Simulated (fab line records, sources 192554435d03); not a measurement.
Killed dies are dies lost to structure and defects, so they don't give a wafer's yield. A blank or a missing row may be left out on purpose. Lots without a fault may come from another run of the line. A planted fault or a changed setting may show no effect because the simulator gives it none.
A struck lot beside a sound one | flow n5_finfet | 42 steps out of a route of 1938
Sound: wafers L329.2, L329.3, L329.6. Struck: wafers L341.1, L341.2, L341.6. The cause comes at the end.
At each step with rows: each side's tool, then ch and its chambers, then its first start. Under that, the readings that differ: sound wafers | struck wafers | difference of the means | sigmas: that difference in standard deviations of wafers without a fault.
alike: readings whose means differ by less than 2 such deviations, and words and numbers that are the same on both sides. not compared: withheld readings, readings that some wafer has no value for, bounds like >300 that may hide the same value, and numbers for which the record gives no deviation and whose values overlap.
The two part at a step that has a row with sigmas, a row that says differs or no value, or rows on one side only. Numbers that don't overlap but have no deviation are shown without sigmas and don't part them. A reading that every wafer of one side lacks parts them only if that side has two wafers or more.

first, 9 steps without rows for these wafers: N5_BEOL_M4_ANNEAL_95 (time 240 s); N5_BEOL_M4_SPUTTER_96 (material Cu, target thk 4.5 nm, time 8.29 s); N5_BEOL_M4_ECD_50 (material Cu, target thk 300 nm); N5_BEOL_M4_ANNEAL_51 (time 90 s); N5_BEOL_M4_CMP_52 (polishes, stops on SiOC, t overpolish 6.8 s, target thk 40 nm); N5_BEOL_M4_PRE_CLEAN_60 (time 15 s); N5_BEOL_M4_CO_CAP_55 (material Co, precursor CCTBA/H2, target thk 2 nm, time 102.1 s); N5_BEOL_M4_PRE_CLEAN_56 (time 15 s); N5_BEOL_M4_DEP_57 (deposits SiCN from 3MS/NH3, target thk 8 nm, time 14 s).
N5_BEOL_M4_RC_MEAS_101:
  sound on prober-01 ch 0, day 10 11:33; struck on prober-01 ch 0, day 13 03:07
  alike: DIBL_N, DIBL_P, IOFF_N, IOFF_P, ION_N, ION_P, SS_N, SS_P, VT_N, VT_P
then, 24 steps without rows for these wafers: N5_BEOL_M5_ILD_DEP_00 (deposits SiCOH lowk from DEMS/porogen, target thk 140.64 nm, time 25.9 s); N5_BEOL_M5_CURE_79 (cures SiCOH lowk, time 240 s); N5_BEOL_M5_PECVD_70 (deposits SiO2 from TEOS/O2, target thk 16 nm, time 18 s); N5_BEOL_M5_HM_DEP_02 (deposits TiN, target thk 20 nm); N5_BEOL_M5_COAT_59 (time 60 s, resist thk 60 nm); N5_BEOL_M5_COAT_60 (time 60 s, resist thk 12 nm); N5_BEOL_M5_COAT_71 (time 60 s, resist thk 5 nm); N5_BEOL_M5_COAT_05 (resist thk 30 nm); N5_BEOL_M5_EBR_07; N5_BEOL_M5_SOFTBAKE_06 (time 60 s); N5_BEOL_M5_EXPOSE_08 (exposes mask M5, target cd 28 nm); N5_BEOL_M5_PEB_09 (peb time 60 s); N5_BEOL_M5_DEVELOP_10 (develop time 30 s); N5_BEOL_M5_DESCUM_16 (chemistry O2, time 7 s); N5_BEOL_M5_ETCH_72 (etches underlayer in N2/H2, target depth 6.5 nm, time 5.2 s); N5_BEOL_M5_ETCH_61 (etches SiARC in CF4, target depth 15.6 nm, time 26 s); N5_BEOL_M5_ETCH_62 (etches SOC in N2/H2, target depth 75 nm, overetch 15 nm, time 112.5 s); N5_BEOL_M5_STRIP_63 (strips in N2/H2); N5_BEOL_M5_STRIP_73 (strips in N2/H2); N5_BEOL_M5_STRIP_64 (strips in CF4); N5_BEOL_M5_HM_OPEN_17 (chemistry Cl2/BCl3, target TiN, target depth 20 nm, overetch 6 nm); N5_BEOL_M5_STRIP_19 (strips in O2); N5_BEOL_M5_COAT_65 (time 60 s, resist thk 60 nm); N5_BEOL_M5_COAT_66 (time 60 s, resist thk 12 nm).
-- the record jumps here: 3 days lie between the struck wafers' starts before and after (it left off in module BEOL_M5 and takes up again in module BEOL_M13, whose first step shown is number 1659 of the route) --
N5_BEOL_M13_ILD_DEP_00: deposits SiOC from DEMS/O2, target thk 837.92 nm, time 166.4 s.
  sound on pecvd-04 ch 0,1, day 14 06:30; struck on pecvd-03 ch 1,2, day 15 23:56
  alike: heater_power_w, showerhead_plenum_p_Torr, throttle_valve_pct
N5_BEOL_M13_THK_MEAS_01:
  sound on film_metro-01, day 14 06:39; struck on film_metro-02, day 16 00:05
  reading          | sound       | struck         | difference | sigmas
  M13_ILD_THK (nm) | 829 838 836 | 1668 1660 1683 | +836       | +70
N5_BEOL_M13_VIA_ETCH_16: etches SiOC in C4F8/O2/Ar, target depth 921.7 nm.
  sound on rie_diel-05 ch 0,1,3, day 14 07:07; struck on rie_diel-04 ch 1,3, day 16 00:34
  reading                                       | sound             | struck         | difference | sigmas
  oes_product_au (a.u.)                         | 0.75 0.74 0.62    | 0.94 0.80 0.94 | +0.19      | +2
  model.etch.depth_nm (nm)                      | 828.3 838.4 836.2 | 1667 1659 1683 | +835       |
  model.SiOC_of_BEOL_M13_ILD_DEP_00.thk_nm (nm) | 828.4 838.4 836.2 | 1359 1377 1360 | +531       |
  model.BARC_of_BEOL_M13_COAT_58.thk_nm (nm)    | 89.6 89.2 89.2    | 0 0 0          | -89        |
  alike: drypump_motor_current_A, he_outer_torr, rf_vpp_V, showerhead_plenum_p_Torr, throttle_valve_pct
N5_BEOL_M13_STRIP_63: strips in N2/H2.
  sound on plasma_asher-01 ch 0,1, day 14 07:22; struck on plasma_asher-01 ch 0,1, day 16 00:49
  reading                      | sound             | struck            | difference | sigmas
  oes_product_au (a.u.)        | 0.670 0.674 0.680 | 0.232 0.229 0.232 | -0.444     | -96
  strip_time_to_endpoint_s (s) | 28.0 27.4 28.0    | 0.0 0.0 0.0       | -27.8      | -21
  alike: drypump_motor_current_A, heater_power_w, n2_flow_sccm
  not compared: rf_hours_counter_h
N5_BEOL_M13_STRIP_64: strips in N2/H2.
  sound on plasma_asher-01 ch 0,1, day 14 07:25; struck on plasma_asher-01 ch 0,1, day 16 00:52
  reading                      | sound             | struck            | difference | sigmas
  oes_product_au (a.u.)        | 0.716 0.718 0.718 | 0.242 0.238 0.245 | -0.476     | -99 or more
  strip_time_to_endpoint_s (s) | 31.44 31.37 31.34 | 0.05 0.04 0.04    | -31.34     | -99 or more
  alike: drypump_motor_current_A, heater_power_w, n2_flow_sccm
  not compared: rf_hours_counter_h
N5_BEOL_M13_CD_MEAS_17: target cd 190 nm.
  sound on cd_sem-03, day 14 07:34; struck on cd_sem-03, day 16 01:01
  reading    | sound             | struck            | difference | sigmas
  cd_nm (nm) | 191.4 188.2 188.7 | 276.7 274.1 281.4 | +88.0      | +55
N5_BEOL_M13_CMP_49: polishes, stops on SiOC, t overpolish 17.1 s, target thk 420 nm.
  sound on cmp-04 ch 1,3, day 14 14:24; struck on cmp-04 ch 0,2,3, day 16 03:14
  reading                                       | sound             | struck         | difference | sigmas
  model.SiOC_of_BEOL_M13_ILD_DEP_00.thk_nm (nm) | 771.4 781.2 778.4 | 1299 1319 1300 | +529       |
  alike: barrier_field_endpoint_s, motor_current_A, overpolish_run_s
N5_PASSIVATION_PROBE_49:
  the record has rows for the struck wafers here (prober-02, day 17 05:38) and none for the sound ones

WHERE THEY PART
First at N5_BEOL_M13_THK_MEAS_01; last, within this record, at N5_PASSIVATION_PROBE_49.

WHY: what the simulator had put in
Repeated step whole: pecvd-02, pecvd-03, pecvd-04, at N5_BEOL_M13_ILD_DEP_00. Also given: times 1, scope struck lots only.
